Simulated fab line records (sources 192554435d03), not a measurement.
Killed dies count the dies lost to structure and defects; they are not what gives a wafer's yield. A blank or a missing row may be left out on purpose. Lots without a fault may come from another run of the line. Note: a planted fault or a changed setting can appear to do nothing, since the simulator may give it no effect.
Split-lot study + flow n5Finfet + on a route of 1938 steps: 7 lots, 39 wafers read

ABOUT THE SPLIT
At N5_HKMG_FIN_CVD_62 (deposits a-Si from Si2H6, target thk 3 nm, time 20.8 s), the setting tempC was moved away from the recipe's 500 C on 15 of the 39 wafers read, by -4.1% to +3.5%. The other wafers ran this setting at the recipe's value.

The split's own step is where the reading is taken.

THE READING
a-Si_of_HKMG_FIN_CVD_62.thkNm (the simulator's own value, which no gauge read), in nm, at N5_HKMG_FIN_CVD_62 (deposits a-Si from Si2H6, target thk 3 nm, time 20.8 s). There is no usual value for it anywhere in the file. Across the 24 wafers here that went through the recipe, the average is 2.9 nm and the standard deviation 0.14 nm.

| wafer  | tool, chamber at the split | tempC as run, C | against the recipe | a-Si_of_HKMG_FIN_CVD_62.thkNm, nm | against lot-mates on the recipe |
|--------|----------------------------|-----------------|--------------------|-----------------------------------|---------------------------------|
| L076.1 | thermalCvdSi-01, 0,2       | 500             | recipe             | 3                                 | -                               |
| L076.3 | thermalCvdSi-01, 0,2       | 500             | recipe             | 3                                 | -                               |
| L076.2 | thermalCvdSi-01, 1,0       | 517.3           | +3.5%              | 4.8                               | +1.9                            |
| L076.4 | thermalCvdSi-01, 1,0       | 517.3           | +3.5%              | 4.8                               | +1.9                            |
| L076.5 | thermalCvdSi-01, 2         | 517.3           | +3.5%              | 5                                 | +2.1                            |
| L076.6 | thermalCvdSi-01, 1         | 500             | recipe             | 2.8                               | -                               |
| L077.1 | thermalCvdSi-02, 2,1,1     | 500             | recipe             | 3                                 | -                               |
| L077.3 | thermalCvdSi-02, 2,1,1     | 500             | recipe             | 3                                 | -                               |
| L077.6 | thermalCvdSi-02, 2,1,1     | 500             | recipe             | 3                                 | -                               |
| L077.2 | thermalCvdSi-02, 0,0,2     | 500             | recipe             | 2.8                               | -                               |
| L077.4 | thermalCvdSi-02, 0,0,2     | 500             | recipe             | 2.8                               | -                               |
| L077.5 | thermalCvdSi-02, 0,0,2     | 500             | recipe             | 2.8                               | -                               |
| L086.1 | thermalCvdSi-01, 0         | 500             | recipe             | 3                                 | -                               |
| L086.2 | thermalCvdSi-01, 2,1       | 500             | recipe             | 3.2                               | -                               |
| L086.5 | thermalCvdSi-01, 2,1       | 500             | recipe             | 3.2                               | -                               |
| L086.3 | thermalCvdSi-01, 1,2       | 490.8           | -1.8%              | 2.4                               | -0.7                            |
| L086.6 | thermalCvdSi-01, 1,2       | 490.8           | -1.8%              | 2.4                               | -0.7                            |
| L086.4 | thermalCvdSi-01, 0         | 490.8           | -1.8%              | 2.2                               | -0.9                            |
| L087.2 | thermalCvdSi-01, 0,1       | 500             | recipe             | 3                                 | -                               |
| L087.5 | thermalCvdSi-01, 0,1       | 500             | recipe             | 3                                 | -                               |
| L087.6 | thermalCvdSi-01, 0         | 500             | recipe             | 2.8                               | -                               |
| L090.1 | thermalCvdSi-02, 1,2,0     | 490             | -2.0%              | 2                                 | -0.7                            |
| L090.5 | thermalCvdSi-02, 1,2,0     | 490             | -2.0%              | 2                                 | -0.7                            |
| L090.6 | thermalCvdSi-02, 1,2,0     | 490             | -2.0%              | 2                                 | -0.7                            |
| L090.2 | thermalCvdSi-02, 2,1       | 500             | recipe             | 2.8                               | -                               |
| L090.4 | thermalCvdSi-02, 2,1       | 500             | recipe             | 2.8                               | -                               |
| L090.3 | thermalCvdSi-02, 0         | 500             | recipe             | 2.6                               | -                               |
| L092.1 | thermalCvdSi-02, 1,1,2     | 479.3           | -4.1%              | 1.6                               | -1.3                            |
| L092.4 | thermalCvdSi-02, 1,1,2     | 479.3           | -4.1%              | 1.6                               | -1.3                            |
| L092.5 | thermalCvdSi-02, 1,1,2     | 479.3           | -4.1%              | 1.6                               | -1.3                            |
| L092.2 | thermalCvdSi-02, 2,0       | 500             | recipe             | 3                                 | -                               |
| L092.3 | thermalCvdSi-02, 2,0       | 500             | recipe             | 3                                 | -                               |
| L092.6 | thermalCvdSi-02, 0         | 500             | recipe             | 2.8                               | -                               |
| L093.1 | thermalCvdSi-01, 1,2       | 488.4           | -2.3%              | 2.2                               | -0.8                            |
| L093.2 | thermalCvdSi-01, 1,2       | 488.4           | -2.3%              | 2.2                               | -0.8                            |
| L093.3 | thermalCvdSi-01, 0,2,0     | 500             | recipe             | 3                                 | -                               |
| L093.4 | thermalCvdSi-01, 0,2,0     | 500             | recipe             | 3                                 | -                               |
| L093.6 | thermalCvdSi-01, 0,2,0     | 500             | recipe             | 3                                 | -                               |
| L093.5 | thermalCvdSi-01, 1         | 488.4           | -2.3%              | 2                                 | -1.0                            |
Rows listing several chambers each stand for several wafers; the file does not say which wafer went through which chamber.

FIT RESULTS
A straight line over all 39 wafers: a-Si_of_HKMG_FIN_CVD_62.thkNm changes by +0.421 nm for each +1% of tempC; r = +0.96; the points scatter about the line by 0.21 nm.
The same after taking each lot's own level away (the mean of its wafers on the recipe; 39 wafers): +0.423 nm for each +1%; r = +0.97; scatter 0.18 nm.
The reading moves by 1.8 nm for the largest change in tempC, on that fit.
From 2.73 to 3.13 nm: that is the span of the lots' own levels, equal to 2.9 times the standard deviation above.
Consequently the slope shifts little with the lot-to-lot level, the two slopes agreeing.
Check: with one of the wafers moved furthest among these (-4.1%) left out of the fit, the line predicts -1.72 nm for it against its lot-mates. Against them it came out at -1.33 nm.

THE OTHER SPLITS THESE WAFERS WENT THROUGH
Other splits were also applied to these wafers ahead of the reading. Each is held against what the fit with the lots' levels taken away leaves over:
| other split on the same wafers   | wafers away from the commonest value | r with a-Si_of_HKMG_FIN_CVD_62.thkNm (lot level and that fit taken away) |
|----------------------------------|--------------------------------------|--------------------------------------------------------------------------|
| N5_WELL_APT_IMPLANT_15 energyKev | 15                                   | +0.11                                                                    |
| N5_WELL_APT_EXPOSE_22 doseMj     | 15                                   | +0.04                                                                    |
| N5_DUMMY_GATE_CVD_03 targetThkA  | 24                                   | -0.02                                                                    |
| N5_DUMMY_GATE_ETCH_37 sourceW    | 15                                   | -0.04                                                                    |
| N5_SD_EPI_N_ETCH_35 timeS        | 18                                   | -0.17                                                                    |

FILE'S OWN FIT
a-Si_of_HKMG_FIN_CVD_62.thkNm changes by +0.41 nm for each +1% of tempC, r = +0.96.
